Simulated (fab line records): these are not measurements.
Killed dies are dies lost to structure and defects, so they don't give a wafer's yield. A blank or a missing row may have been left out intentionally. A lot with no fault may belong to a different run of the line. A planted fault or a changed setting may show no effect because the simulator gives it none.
fab line records | flow nand_harc
[record] lots = 24 wafers = 72 last_day = 24
route steps=1159 shown A_WL_FILL@839 A_CONTACT@877
lots that met no fault: taken from a fault-free run of the same line
start_h: hours from the record's first day to the start of the lot's first wafer shown | wait_h: hours elapsed since this lot's preceding step | " unchanged from the row above | L1.1+2: one row covering several wafers at once | - either no value or no given start | * or withheld: withheld | < > ~ a bound
route shown NAME@n: a module of which the file shows steps, and the number in the route of the first | usual: average and standard deviation across the fault-free wafers | same: alike in all rows | chamber/n: place in a boat | sites: readings site by site | _std_site: standard deviation across them | _edge_site: outer sites' mean less inner sites' | radius_mm: how far each site lies from the wafer's centre | mask NAME#n: copy n | behind: tool/chamber where the wafer was last shaped | hold: why the lot was held/for how many hours/how that ended | device: names the non-switching transistor (n, p or np) | end of line: the route-end tests of the same wafers | where a step has no rows: the recipe by itself | killed: at the first sort, the dies lost to defects and structure; wafer yield is something else | map: shows each die of a wafer: x if killed, . if not, _ if none is there
set.NAME: the run value of the setting; set.NAME@STEP: its run value at that earlier step | model.NAME: the simulator's own value behind a step, which no gauge read
steps of the route over a sample of lots; a table a step, a row a wafer
services: the hour from which a tool's chamber was out of use, counted from the record's first day as start_h (under 0 if before that day), plus the number of hours and why
[[steps]]
[step NHARC_A_WL_FILL_INSPECT_15]
[usual] raw_defect_count = 388/120
// columns lot.wafer tool chamber start_h wait_h raw_defect_count
L074.1 defect_inspect-01 - 346.84 0.0 260
L074.3 " - " " 322
L074.5 " - " " 237
L075.1 defect_inspect-01 - 367.59 0.0 277
L075.2 " - " " 306
L075.3 " - " " 335
L076.2 defect_inspect-01 - 374.87 0.0 451
L076.3 " - " " 670
L076.6 " - " " 364
L077.1 defect_inspect-01 - 375.41 0.0 581
L077.2 " - " " 578
L077.3 " - " " 462
L078.1 defect_inspect-01 - 379.11 0.0 470
L078.4 " - " " 245
L078.6 " - " " 644
L082.2 defect_inspect-02 - 394.10 0.0 361
L082.5 " - " " 356
L082.6 " - " " 446
L079.3 defect_inspect-02 - 397.53 0.0 272
L079.4 " - " " 166
L079.6 " - " " 361
L080.1 defect_inspect-01 - 403.99 0.1 419
L080.4 " - " " 393
L080.5 " - " " 388
L081.1 defect_inspect-02 - 412.86 0.0 347
L081.2 " - " " 241
L081.4 " - " " 245
L085.2 defect_inspect-01 - 420.69 0.0 256
L085.3 " - " " 287
L085.6 " - " " 254
L084.3 defect_inspect-02 - 420.72 0.0 270
L084.4 " - " " 469
L084.5 " - " " 276
L086.2 defect_inspect-01 - 428.52 0.0 366
L086.3 " - " " 340
L086.5 " - " " 275
L087.1 defect_inspect-02 - 428.89 0.0 520
L087.5 " - " " 874
L087.6 " - " " 547
L083.4 defect_inspect-01 - 432.79 0.0 413
L083.5 " - " " 413
L083.6 " - " " 787
L088.1 defect_inspect-02 - 444.54 0.0 467
L088.2 " - " " 242
L088.4 " - " " 293
L089.1 defect_inspect-01 - 444.61 0.0 312
L089.3 " - " " 315
L089.4 " - " " 383
L090.4 defect_inspect-02 - 460.83 0.0 381
L090.5 " - " " 436
L090.6 " - " " 273
L092.4 defect_inspect-02 - 467.97 0.0 268
L092.5 " - " " 399
L092.6 " - " " 442
L093.1 defect_inspect-02 - 471.40 0.0 218
L093.2 " - " " 377
L093.3 " - " " 288
L094.1 defect_inspect-02 - 474.98 0.1 437
L094.2 " - " " 511
L094.3 " - " " 530
L091.2 defect_inspect-02 - 475.77 0.0 423
L091.4 " - " " 331
L091.5 " - " " 402
L096.1 defect_inspect-01 - 502.22 0.0 431
L096.4 " - " " 394
L096.6 " - " " 413
L095.3 defect_inspect-02 - 502.84 0.0 338
L095.4 " - " " 326
L095.6 " - " " 215
L097.1 defect_inspect-01 - 506.49 0.0 315
L097.4 " - " " 309
L097.5 " - " " 345
[step NHARC_A_CONTACT_CD_MEAS_53]
[usual] cd_nm = 189.6/0.89
// columns lot.wafer tool chamber start_h wait_h cd_nm
L074.1 cd_sem-02 - 355.80 - 189.9
L074.3 " - " " 189.6
L074.5 " - " " 189.4
L075.1 cd_sem-02 - 375.34 - 190.6
L075.2 " - " " 189.8
L075.3 " - " " 189.1
L076.2 cd_sem-02 - 381.89 - 190.4
L076.3 " - " " 190.0
L076.6 " - " " 189.6
L077.1 cd_sem-02 - 382.66 - 188.6
L077.2 " - " " 188.3
L077.3 " - " " 188.7
L078.1 cd_sem-02 - 388.79 - 188.5
L078.4 " - " " 188.9
L078.6 " - " " 190.0
L082.2 cd_sem-03 - 401.73 - 190.0
L082.5 " - " " 190.1
L082.6 " - " " 188.6
L079.3 cd_sem-03 - 406.01 - 190.8
L079.4 " - " " 189.3
L079.6 " - " " 191.2
L080.1 cd_sem-02 - 413.35 - 190.1
L080.4 " - " " 189.1
L080.5 " - " " 189.9
L081.1 cd_sem-01 - 420.42 - 190.6
L081.2 " - " " 188.7
L081.4 " - " " 189.5
L085.2 cd_sem-01 - 429.12 - 191.0
L085.3 " - " " 190.9
L085.6 " - " " 189.9
L084.3 cd_sem-03 - 429.96 - 188.8
L084.4 " - " " 188.1
L084.5 " - " " 189.3
L087.1 cd_sem-02 - 436.08 - 187.7
L087.5 " - " " 189.4
L087.6 " - " " 189.5
L086.2 cd_sem-03 - 436.23 - 188.4
L086.3 " - " " 188.2
L086.5 " - " " 187.4
L083.4 cd_sem-02 - 440.15 - 188.7
L083.5 " - " " 187.7
L083.6 " - " " 188.8
L089.1 cd_sem-03 - 452.08 - 189.0
L089.3 " - " " 190.2
L089.4 " - " " 190.7
L088.1 cd_sem-02 - 452.57 - 191.3
L088.2 " - " " 189.6
L088.4 " - " " 190.3
L090.4 cd_sem-03 - 467.94 - 191.0
L090.5 " - " " 190.6
L090.6 " - " " 189.7
L092.4 cd_sem-02 - 475.64 - 190.7
L092.5 " - " " 188.9
L092.6 " - " " 188.9
L093.1 cd_sem-03 - 478.80 - 191.0
L093.2 " - " " 189.8
L093.3 " - " " 189.3
L094.1 cd_sem-01 - 482.52 - 188.7
L094.2 " - " " 190.4
L094.3 " - " " 188.8
L091.2 cd_sem-01 - 483.65 - 190.1
L091.4 " - " " 189.7
L091.5 " - " " 190.0
L096.1 cd_sem-02 - 509.36 - 188.9
L096.4 " - " " 190.4
L096.6 " - " " 189.9
L095.3 cd_sem-02 - 511.79 - 190.2
L095.4 " - " " 191.6
L095.6 " - " " 191.0
L097.1 cd_sem-03 - 514.32 - 190.3
L097.4 " - " " 190.3
L097.5 " - " " 189.9
[step NHARC_A_CONTACT_ETCH_76]
[recipe] target_depth_a = 2600 over_etch_frac = 0.3 time_s = 475.3 ion_energy_ev = 200 n2_flow_sccm = 150 h2_flow_sccm = 150 ar_flow_sccm = 0 rf_w = 400 bias_w = 150 chemistry = N2/H2
[usual] drypump_motor_current_A = 5.6/0.5 n2_flow_sccm = 149.9/0.48 oes_product_au = 1.005/0.014 rf_vpp_V = 429.8/2.3 showerhead_plenum_p_Torr = 2.01/0.08 throttle_valve_pct = 14.173/0.0091
// columns lot.wafer tool chamber start_h wait_h drypump_motor_current_A n2_flow_sccm oes_product_au rf_hours_counter_h rf_vpp_V showerhead_plenum_p_Torr throttle_valve_pct
L074.3 rie_diel-12 3 - - 5.3 150.2 1.011 49 431.2 2.07 14.172
L074.1 " 0 " " 5.6 149.3 0.988 55 431.2 2.08 14.176
L074.5 " 2 " " 6.1 149.8 0.976 - 434.3 2.14 14.173
L075.3 rie_diel-10 0 - - 5.3 149.6 1.013 4 431.1 2.10 14.175
L075.1 " 1 " " 6.8 149.7 1.011 3 430.8 1.99 14.176
L075.2 " 2 " " 5.4 149.3 1.010 3 426.1 1.89 14.182
L076.3 rie_diel-10 3 - - 5.5 150.4 0.983 5 426.5 1.92 14.175
L076.2 " 1 " " 6.7 150.2 1.027 5 428.4 1.99 14.173
L076.6 " 3 " " 5.5 150.8 0.995 - 427.8 1.92 14.177
L077.3 rie_diel-03 3 - - 6.1 150.5 1.013 67 429.8 2.00 14.157
L077.2 " 0 " " 5.1 149.8 1.009 66 429.5 2.01 14.167
L077.1 " 1 " " 4.9 150.3 0.996 62 432.9 2.07 14.180
L078.1 rie_diel-12 1 - - 5.9 149.7 1.012 3 428.5 1.95 14.172
L078.4 " 2 " " 6.1 150.0 0.994 2 432.3 2.14 14.176
L078.6 " 1 " " 5.9 150.0 1.017 - 427.9 1.95 14.170
L082.2 rie_diel-10 0 - - 5.3 149.5 1.012 10 432.6 2.10 14.174
L082.5 " 1 " " 6.8 149.8 1.013 - 428.6 1.99 14.172
L082.6 " 2 " " 5.3 151.0 1.005 - 427.0 1.89 14.173
L079.3 rie_diel-12 1 - - 5.9 149.5 1.018 9 428.3 1.95 14.162
L079.4 " 3 " " 5.3 150.4 0.992 10 430.8 2.07 14.167
L079.6 " 2 " " 6.1 150.4 0.977 - 433.4 2.13 14.178
L080.1 rie_diel-10 2 - - 5.3 149.4 1.019 10 426.2 1.89 14.180
L080.4 " 3 " " 5.5 149.7 1.005 11 427.6 1.92 14.174
L080.5 " 3 " " 5.5 150.0 0.992 - 428.4 1.92 14.176
L081.1 rie_diel-12 1 - - 5.9 150.0 1.012 14 427.5 1.95 14.188
L081.2 " 2 " " 6.1 150.3 0.975 15 433.9 2.13 14.172
L081.4 " 0 " " 5.6 149.8 0.991 14 430.1 2.08 14.161
L085.2 rie_diel-12 1 - - 5.9 150.0 1.004 17 428.8 1.94 14.168
L085.3 " 3 " " 5.3 149.1 0.993 17 432.4 2.06 14.196
L085.6 " 1 " " 5.9 150.0 1.011 - 428.0 1.94 14.163
L084.3 rie_diel-03 0 - - 5.1 150.9 0.999 9 429.8 2.01 14.172
L084.4 " 1 " " 4.9 148.9 1.003 10 430.9 2.06 14.181
L084.5 " 3 " " 6.1 149.4 1.020 - 428.2 2.00 14.166
L087.1 rie_diel-03 3 - - 6.0 149.7 1.015 12 429.0 2.00 14.163
L087.6 " 1 " " 4.9 149.6 1.007 - 433.7 2.06 14.171
L087.5 " 2 " " 5.2 150.0 1.013 - 431.6 2.09 14.166
L086.2 rie_diel-12 3 - - 5.3 150.3 1.001 19 431.2 2.06 14.167
L086.3 " 0 " " 5.6 149.7 0.992 18 431.6 2.07 14.167
L086.5 " 3 " " 5.3 150.2 0.995 - 430.9 2.06 14.172
L083.4 rie_diel-03 3 - - 6.0 150.2 1.021 14 429.4 2.00 14.173
L083.6 " 2 " " 5.2 150.2 1.015 - 433.1 2.09 14.164
L083.5 " 3 " " 6.1 150.0 1.018 - 428.9 2.00 14.171
L089.4 rie_diel-10 2 - - 5.4 150.9 1.023 18 426.9 1.88 14.163
L089.3 " 0 " " 5.3 149.3 1.030 17 431.8 2.09 14.175
L089.1 " 1 " " 6.7 149.6 1.025 19 430.1 1.99 14.176
L088.2 rie_diel-12 1 - - 5.9 150.8 1.004 27 428.3 1.94 14.170
L088.4 " 2 " " 6.1 149.9 0.981 27 433.9 2.13 14.171
L088.1 " 3 " " 5.3 150.1 1.007 27 430.7 2.06 14.179
L090.4 rie_diel-10 2 - - 5.3 151.0 1.023 20 426.0 1.88 14.178
L090.6 " 1 " " 6.7 150.3 1.023 - 429.7 1.98 14.170
L090.5 " 2 " " 5.3 150.2 1.013 - 424.7 1.88 14.177
L092.4 rie_diel-10 3 - - 5.5 149.1 0.986 24 428.0 1.92 14.172
L092.5 " 3 " " 5.5 148.8 0.987 - 427.4 1.92 14.177
L092.6 " 0 " " 5.3 149.9 1.007 - 430.6 2.09 14.170
L093.2 rie_diel-03 2 - - 5.2 149.5 1.004 32 431.0 2.08 14.167
L093.1 " 0 " " 5.1 149.9 0.994 27 429.2 2.00 14.198
L093.3 " 1 " " 4.9 149.9 1.002 29 431.1 2.06 14.167
L094.2 rie_diel-10 0 - - 5.3 149.7 1.026 23 432.3 2.09 14.159
L094.3 " 2 " " 5.3 150.5 1.024 23 427.5 1.88 14.157
L094.1 " 3 " " 5.5 149.9 0.996 25 427.0 1.92 14.184
L091.2 rie_diel-12 2 - - 6.1 149.9 0.982 37 433.2 2.12 14.174
L091.4 " 1 " " 5.9 150.7 1.011 - 427.3 1.94 14.173
L091.5 " 2 " " 6.1 150.0 0.984 - 432.2 2.12 14.175
L096.4 rie_diel-10 2 - - 5.3 150.2 1.004 26 426.5 1.88 14.171
L096.1 " 0 " " 5.3 149.4 1.019 26 430.0 2.09 14.182
L096.6 " 3 " " 5.5 150.4 0.998 - 426.3 1.92 14.174
L095.4 rie_diel-03 1 - - 4.9 150.7 0.992 42 430.8 2.05 14.182
L095.3 " 0 " " 5.1 150.2 0.987 40 428.6 2.00 14.181
L095.6 " 1 " " 4.9 150.2 1.001 - 430.7 2.05 14.162
L097.4 rie_diel-10 3 - - 5.5 150.3 0.994 29 426.3 1.92 14.153
L097.1 " 0 " " 5.3 149.4 1.016 28 432.0 2.09 14.180
L097.5 " 3 " " 5.5 150.2 0.994 - 426.9 1.91 14.174
[step NHARC_A_CONTACT_ETCH_126]
[recipe] source_w = withheld pressure_mtorr = 20 bias_v = 1200 time_s = 155 target_depth_a = 9560 ar_flow_sccm = withheld c4f8_flow_sccm = withheld o2_flow_sccm = withheld chemistry = C4F8/O2/Ar
// columns lot.wafer tool chamber start_h wait_h rf_hours_counter_h
L074.1 har_cap_etch-01 0 362.96 0.1 56
L074.3 " 0 " " -
L074.5 " 0 " " -
L075.2 har_cap_etch-01 1 380.44 0.1 60
L075.1 " 0 " " 60
L075.3 " 1 " " -
L076.2 har_cap_etch-03 0 387.20 0.1 85
L076.3 " 1 " " -
L076.6 " 0 " " -
L077.2 har_cap_etch-02 1 388.95 0.2 13
L077.1 " 0 " " 13
L077.3 " 0 " " -
L078.1 har_cap_etch-01 0 394.00 0.1 63
L078.4 " 1 " " -
L078.6 " 1 " " -
L082.2 har_cap_etch-01 1 406.82 0.1 65
L082.6 " 1 " " -
L082.5 " 0 " " -
L079.3 har_cap_etch-02 0 414.36 0.1 -
L079.4 " 1 " " -
L079.6 " 0 " " -
L080.1 har_cap_etch-02 0 418.99 0.1 18
L080.4 " 0 " " -
L080.5 " 0 " " -
L081.2 har_cap_etch-03 0 425.37 0.1 90
L081.1 " 1 " " 90
L081.4 " 0 " " -
L085.2 har_cap_etch-01 1 434.90 0.1 69
L085.3 " 1 " " -
L085.6 " 0 " " -
L084.4 har_cap_etch-02 0 437.59 0.1 -
L084.3 " 1 " " -
L084.5 " 1 " " -
L087.1 har_cap_etch-01 1 441.90 0.1 71
L087.6 " 0 " " -
L087.5 " 1 " " -
L086.2 har_cap_etch-02 0 442.14 0.1 23
L086.3 " 1 " " -
L086.5 " 0 " " -
L083.4 har_cap_etch-02 1 445.23 0.1 -
L083.6 " 1 " " -
L083.5 " 0 " " -
L089.1 har_cap_etch-02 0 457.26 0.1 27
L089.3 " 1 " " -
L089.4 " 0 " " -
L088.1 har_cap_etch-03 0 457.77 0.1 98
L088.2 " 1 " " 98
L088.4 " 0 " " -
L090.4 har_cap_etch-02 1 474.76 0.1 -
L090.6 " 1 " " -
L090.5 " 0 " " -
L092.4 har_cap_etch-03 1 482.82 0.1 -
L092.6 " 1 " " -
L092.5 " 0 " " -
L093.2 har_cap_etch-02 0 484.73 0.1 31
L093.1 " 1 " " 31
L093.3 " 1 " " -
L094.1 har_cap_etch-01 1 487.60 0.1 78
L094.2 " 0 " " 78
L094.3 " 0 " " -
L091.2 har_cap_etch-03 1 491.42 0.1 103
L091.4 " 1 " " -
L091.5 " 1 " " -
L096.1 har_cap_etch-01 1 514.77 0.1 81
L096.4 " 1 " " -
L096.6 " 0 " " -
L095.4 har_cap_etch-01 0 517.65 0.1 -
L095.3 " 1 " " -
L095.6 " 0 " " -
L097.1 har_cap_etch-03 1 521.10 0.1 107
L097.4 " 1 " " -
L097.5 " 0 " " -
[step NHARC_A_CONTACT_ETCH_97]
[recipe] target_depth_a = 200 over_etch_frac = 0.5 time_s = 10 ion_energy_ev = 250 c4f6_flow_sccm = 25 o2_flow_sccm = 20 ar_flow_sccm = 500 rf_w = 600 bias_w = 500 chemistry = C4F6/O2
[usual] drypump_motor_current_A = 5.6/0.51 oes_product_au = 0.969/0.025 rf_vpp_V = 546/3 showerhead_plenum_p_Torr = 3.85/0.14 throttle_valve_pct = 26.904/0.01
// columns lot.wafer tool chamber start_h wait_h drypump_motor_current_A oes_product_au rf_hours_counter_h rf_vpp_V showerhead_plenum_p_Torr throttle_valve_pct
L074.3 rie_diel-10 0 - - 5.3 0.994 0 549 4.03 26.897
L074.1 " 2 " " 5.4 1.004 0 540 3.67 26.925
L074.5 " 0 " " 5.3 1.007 - 551 4.03 26.887
L075.1 rie_diel-03 0 - - 5.1 0.984 62 545 3.88 26.901
L075.3 " 1 " " 4.9 0.984 57 547 3.97 26.911
L075.2 " 2 " " 5.2 0.980 61 548 4.01 26.912
L076.2 rie_diel-10 1 - - 6.7 0.979 6 545 3.84 26.916
L076.3 " 2 " " 5.3 0.983 5 541 3.66 26.911
L076.6 " 2 " " 5.3 0.975 - 542 3.66 26.900
L077.1 rie_diel-10 2 - - 5.3 0.944 6 542 3.66 26.913
L077.3 " 3 " " 5.5 0.922 6 543 3.72 26.897
L077.2 " 1 " " 6.8 0.971 6 543 3.84 26.898
L078.1 rie_diel-12 2 - - 6.1 0.944 4 549 4.09 26.901
L078.4 " 3 " " 5.3 0.939 4 547 3.97 26.905
L078.6 " 2 " " 6.1 0.939 - 550 4.08 26.915
L082.2 rie_diel-12 1 - - 5.9 1.009 9 542 3.77 26.893
L082.5 " 1 " " 5.9 1.018 - 543 3.77 26.907
L082.6 " 2 " " 6.1 0.976 - 550 4.08 26.893
L079.4 rie_diel-03 1 - - 4.9 0.954 5 550 3.97 26.915
L079.3 " 2 " " 5.2 0.956 5 549 4.01 26.906
L079.6 " 1 " " 4.9 0.960 - 548 3.97 26.895
L080.4 rie_diel-10 3 - - 5.5 0.949 12 543 3.72 26.909
L080.1 " 1 " " 6.8 0.963 12 544 3.83 26.894
L080.5 " 2 " " 5.3 0.977 - 542 3.66 26.902
L081.2 rie_diel-10 3 427.10 0.1 5.5 0.945 13 543 3.72 26.890
L081.1 " 2 " " 5.4 0.967 12 541 3.66 26.914
L081.4 " 1 " " 6.8 0.967 - 544 3.83 26.887
L085.2 rie_diel-10 3 - - 5.5 0.951 15 543 3.72 26.913
L085.3 " 0 " " 5.3 0.976 13 549 4.02 26.913
L085.6 " 3 " " 5.5 0.953 - 542 3.72 26.905
L084.3 rie_diel-10 3 - - 5.5 1.003 15 542 3.72 26.910
L084.4 " 1 " " 6.8 1.011 16 546 3.83 26.906
L084.5 " 3 " " 5.5 0.988 - 544 3.72 26.903
L087.1 rie_diel-10 1 - - 6.8 1.020 17 545 3.83 26.887
L087.5 " 1 " " 6.8 1.014 - 545 3.83 26.897
L087.6 " 2 " " 5.4 1.017 - 540 3.66 26.894
L086.2 rie_diel-03 2 - - 5.2 1.013 14 547 4.00 26.902
L086.3 " 3 " " 6.1 1.010 14 546 3.85 26.890
L086.5 " 1 " " 4.9 1.025 - 549 3.96 26.887
L083.4 rie_diel-10 3 - - 5.5 0.945 17 542 3.72 26.911
L083.6 " 2 " " 5.3 0.955 - 541 3.66 26.908
L083.5 " 3 " " 5.5 0.938 - 543 3.72 26.916
L089.4 rie_diel-10 3 - - 5.5 0.941 19 543 3.72 26.892
L089.3 " 1 " " 6.7 0.980 19 546 3.83 26.890
L089.1 " 2 " " 5.4 0.976 18 541 3.66 26.913
L088.4 rie_diel-10 3 - - 5.5 0.932 19 543 3.72 26.894
L088.1 " 0 " " 5.3 0.954 17 549 4.02 26.901
L088.2 " 1 " " 6.7 0.971 19 546 3.83 26.915
L090.4 rie_diel-10 3 476.45 0.1 5.5 0.938 - 543 3.72 26.908
L090.5 " 0 " " 5.3 0.951 - 550 4.01 26.898
L090.6 " 1 " " 6.8 0.972 - 546 3.83 26.899
L092.4 rie_diel-12 3 - - 5.3 0.928 35 548 3.95 26.886
L092.5 " 3 " " 5.3 0.936 - 547 3.95 26.912
L092.6 " 0 " " 5.6 0.941 - 548 3.97 26.896
L093.1 rie_diel-03 1 - - 4.9 0.960 30 546 3.95 26.910
L093.3 " 3 " " 6.0 0.977 31 545 3.84 26.877
L093.2 " 0 " " 5.1 0.952 28 545 3.86 26.910
L094.1 rie_diel-10 3 - - 5.5 0.922 25 542 3.71 26.896
L094.3 " 0 " " 5.3 0.955 24 549 4.01 26.916
L094.2 " 2 " " 5.4 0.971 23 541 3.65 26.899
L091.4 rie_diel-12 1 - - 5.9 0.934 39 544 3.75 26.909
L091.2 " 3 " " 5.3 0.958 36 548 3.95 26.896
L091.5 " 1 " " 5.9 0.936 - 544 3.75 26.912
L096.1 rie_diel-12 3 - - 5.3 0.973 47 548 3.95 26.902
L096.4 " 1 " " 5.9 0.942 47 543 3.74 26.910
L096.6 " 0 " " 5.6 0.968 - 549 3.96 26.913
L095.3 rie_diel-12 2 - - 6.1 0.975 47 551 4.06 26.911
L095.4 " 0 " " 5.6 0.975 52 548 3.96 26.898
L095.6 " 2 " " 6.1 0.984 - 550 4.06 26.913
L097.4 rie_diel-10 3 - - 5.5 0.947 30 542 3.71 26.907
L097.1 " 1 " " 6.8 0.995 31 545 3.82 26.906
L097.5 " 0 " " 5.3 0.992 - 548 4.01 26.911
[step NHARC_A_CONTACT_ETCH_106]
[recipe] target_depth_a = 600 overetch_a = 60 time_s = 33 ion_energy_ev = 100 cf4_flow_sccm = 80 o2_flow_sccm = 20 ar_flow_sccm = 0 rf_w = 300 bias_w = 100 chemistry = CF4/O2
[usual] cf4_flow_sccm = 80.03/0.24 drypump_motor_current_A = 5.6/0.55 oes_product_au = 1.007/0.012 rf_vpp_V = 197.5/1.4 showerhead_plenum_p_Torr = 1.31/0.05 throttle_valve_pct = 13.397/0.0089
// columns lot.wafer tool chamber start_h wait_h cf4_flow_sccm drypump_motor_current_A oes_product_au rf_hours_counter_h rf_vpp_V showerhead_plenum_p_Torr throttle_valve_pct
L074.3 rie_diel-03 1 365.01 0.1 79.75 4.9 0.997 48 198.7 1.36 13.390
L074.1 " 2 " " 80.19 5.2 1.009 54 199.3 1.37 13.400
L074.5 " 0 " " 80.14 5.1 1.011 - 197.8 1.32 13.412
L075.2 rie_diel-10 3 382.71 0.1 80.02 5.5 0.992 5 195.6 1.26 13.390
L075.3 " 0 " " 79.97 5.3 1.006 6 199.5 1.37 13.397
L075.1 " 1 " " 80.42 6.7 1.023 5 196.3 1.30 13.399
L076.3 rie_diel-10 1 389.49 0.1 79.89 6.8 1.030 6 196.6 1.30 13.392
L076.2 " 2 " " 79.90 5.3 1.009 6 196.2 1.24 13.382
L076.6 " 2 " " 80.00 5.3 1.012 - 194.8 1.24 13.402
L077.2 rie_diel-10 2 391.45 0.1 79.78 5.3 1.015 6 194.3 1.24 13.413
L077.3 " 0 " " 80.40 5.3 1.015 7 199.3 1.37 13.384
L077.1 " 1 " " 79.87 6.7 1.023 6 197.7 1.30 13.391
L078.4 rie_diel-10 2 396.25 0.1 80.37 5.3 1.011 7 195.2 1.24 13.390
L078.1 " 1 " " 79.73 6.7 1.012 7 198.3 1.30 13.408
L078.6 " 3 " " 80.66 5.5 0.994 - 197.0 1.26 13.393
L082.2 rie_diel-10 2 408.88 0.1 80.19 5.3 1.002 9 196.7 1.24 13.417
L082.5 " 1 " " 80.05 6.7 1.009 - 198.7 1.30 13.398
L082.6 " 2 " " 80.02 5.3 1.000 - 197.0 1.24 13.404
L079.3 rie_diel-03 1 416.39 0.1 80.09 4.9 1.001 5 198.8 1.35 13.388
L079.4 " 2 " " 79.95 5.2 1.017 5 198.8 1.37 13.396
L079.6 " 1 " " 80.28 4.9 0.998 - 199.4 1.35 13.388
L080.1 rie_diel-10 2 421.13 0.1 79.62 5.3 1.020 11 195.1 1.24 13.388
L080.4 " 0 " " 79.95 5.3 1.028 12 198.5 1.37 13.399
L080.5 " 1 " " 80.13 6.7 1.021 - 196.9 1.30 13.413
L081.4 rie_diel-12 3 427.57 0.1 79.73 5.3 1.007 16 200.1 1.35 13.389
L081.1 " 0 " " 80.07 5.6 1.000 15 197.0 1.36 13.406
L081.2 " 1 " " 80.06 5.9 1.012 16 197.3 1.28 13.388
L085.3 rie_diel-12 2 436.98 0.1 79.68 6.1 0.988 19 198.5 1.39 13.391
L085.2 " 3 " " 80.23 5.3 1.004 18 198.4 1.35 13.400
L085.6 " 1 " " 80.20 5.9 1.002 - 195.8 1.28 13.399
L084.4 rie_diel-12 2 439.62 0.1 79.80 6.1 0.998 20 197.7 1.39 13.401
L084.3 " 1 " " 80.29 5.9 1.015 19 195.4 1.28 13.386
L084.5 " 3 " " 80.29 5.3 0.998 - 198.6 1.35 13.393
L087.1 rie_diel-10 0 443.96 0.0 80.10 5.3 1.017 15 199.4 1.37 13.407
L087.5 " 0 " " 79.80 5.3 1.013 - 197.5 1.37 13.389
L087.6 " 1 " " 80.28 6.7 1.016 - 197.6 1.30 13.383
L086.3 rie_diel-12 2 444.31 0.1 80.15 6.1 0.987 22 198.5 1.39 13.397
L086.2 " 1 " " 79.92 5.9 1.007 22 196.2 1.27 13.398
L086.5 " 2 " " 80.50 6.1 0.981 - 199.2 1.39 13.397
L083.4 rie_diel-10 1 447.26 0.1 80.23 6.8 1.025 17 197.7 1.30 13.407
L083.6 " 3 " " 80.14 5.5 1.000 - 196.0 1.26 13.392
L083.5 " 0 " " 80.18 5.2 1.017 - 198.0 1.37 13.408
L089.1 rie_diel-03 2 459.32 0.1 80.71 5.2 1.003 23 197.8 1.36 13.403
L089.3 " 3 " " 80.18 6.0 1.010 22 198.0 1.31 13.384
L089.4 " 0 " " 79.79 5.1 0.989 20 197.6 1.31 13.401
L088.4 rie_diel-12 1 459.84 0.1 79.55 5.9 1.012 28 196.5 1.27 13.390
L088.2 " 2 " " 79.70 6.1 0.992 28 198.0 1.39 13.394
L088.1 " 3 " " 79.84 5.3 0.992 28 199.3 1.35 13.402
L090.4 rie_diel-10 3 476.85 0.1 80.02 5.5 0.990 22 196.3 1.26 13.391
L090.6 " 1 " " 80.29 6.7 1.022 - 196.6 1.30 13.380
L090.5 " 2 " " 79.91 5.3 1.021 - 195.9 1.24 13.415
L092.4 rie_diel-10 0 485.32 0.1 79.95 5.3 1.012 23 198.2 1.37 13.397
L092.5 " 2 " " 79.64 5.3 1.016 - 196.5 1.24 13.390
L092.6 " 3 " " 80.54 5.5 0.990 - 195.8 1.26 13.407
L093.1 rie_diel-10 0 487.11 0.0 80.08 5.3 1.021 24 198.1 1.37 13.409
L093.3 " 1 " " 80.07 6.7 1.004 25 197.6 1.30 13.403
L093.2 " 2 " " 80.41 5.3 1.028 23 195.7 1.24 13.388
L094.3 rie_diel-10 1 489.67 0.0 79.93 6.7 1.021 25 196.3 1.30 13.410
L094.1 " 2 " " 79.97 5.3 1.024 23 194.9 1.24 13.397
L094.2 " 0 " " 80.29 5.3 1.013 24 198.8 1.37 13.404
L091.4 rie_diel-03 1 493.59 0.1 80.20 4.9 0.996 32 197.2 1.35 13.404
L091.2 " 0 " " 80.14 5.1 0.984 29 197.3 1.31 13.395
L091.5 " 1 " " 79.86 4.9 1.013 - 198.4 1.35 13.394
L096.1 rie_diel-10 2 517.01 0.1 79.77 5.3 1.012 28 196.0 1.24 13.401
L096.4 " 0 " " 80.10 5.3 1.023 28 199.0 1.37 13.395
L096.6 " 1 " " 80.03 6.8 1.009 - 196.9 1.30 13.390
L095.4 rie_diel-12 1 519.67 0.1 80.02 5.9 0.995 48 195.2 1.27 13.403
L095.3 " 0 " " 79.81 5.6 0.989 52 198.9 1.35 13.413
L095.6 " 2 " " 80.32 6.1 0.983 - 198.6 1.38 13.404
L097.1 rie_diel-03 3 524.33 0.1 80.13 6.1 1.002 47 197.4 1.30 13.406
L097.4 " 0 " " 80.17 5.1 0.989 44 197.4 1.31 13.411
L097.5 " 1 " " 80.07 4.9 0.998 - 198.4 1.34 13.408
[[services]]
// columns tool chamber start_h hours kind
rie_diel-12 1 337.97 1.2 repair
rie_diel-10 - 353.64 9.0 pm
rie_diel-10 0 353.64 9.0 vent_cycle
rie_diel-10 1 353.64 9.0 vent_cycle
rie_diel-10 2 353.64 9.0 vent_cycle
rie_diel-10 3 353.64 9.0 vent_cycle
rie_diel-10 0 362.64 - clean
rie_diel-10 1 362.64 - clean
rie_diel-10 2 362.64 - clean
rie_diel-10 3 362.64 - clean
rie_diel-10 3 362.64 - consumable_replace:focus_ring
rie_diel-12 - 379.86 9.0 pm
rie_diel-10 0 387.14 - clean
rie_diel-10 1 387.14 - clean
rie_diel-10 2 387.14 - clean
rie_diel-10 3 387.14 - clean
rie_diel-03 - 392.39 9.0 pm
rie_diel-10 0 411.64 - clean
rie_diel-10 0 425.60 8.0 repair
rie_diel-03 - 473.82 0.5 repair
rie_diel-10 2 474.83 1.8 repair
rie_diel-12 3 484.72 6.2 repair
rie_diel-10 1 490.87 4.7 repair
rie_diel-12 - 512.10 4.3 repair
[[key]]
fault none
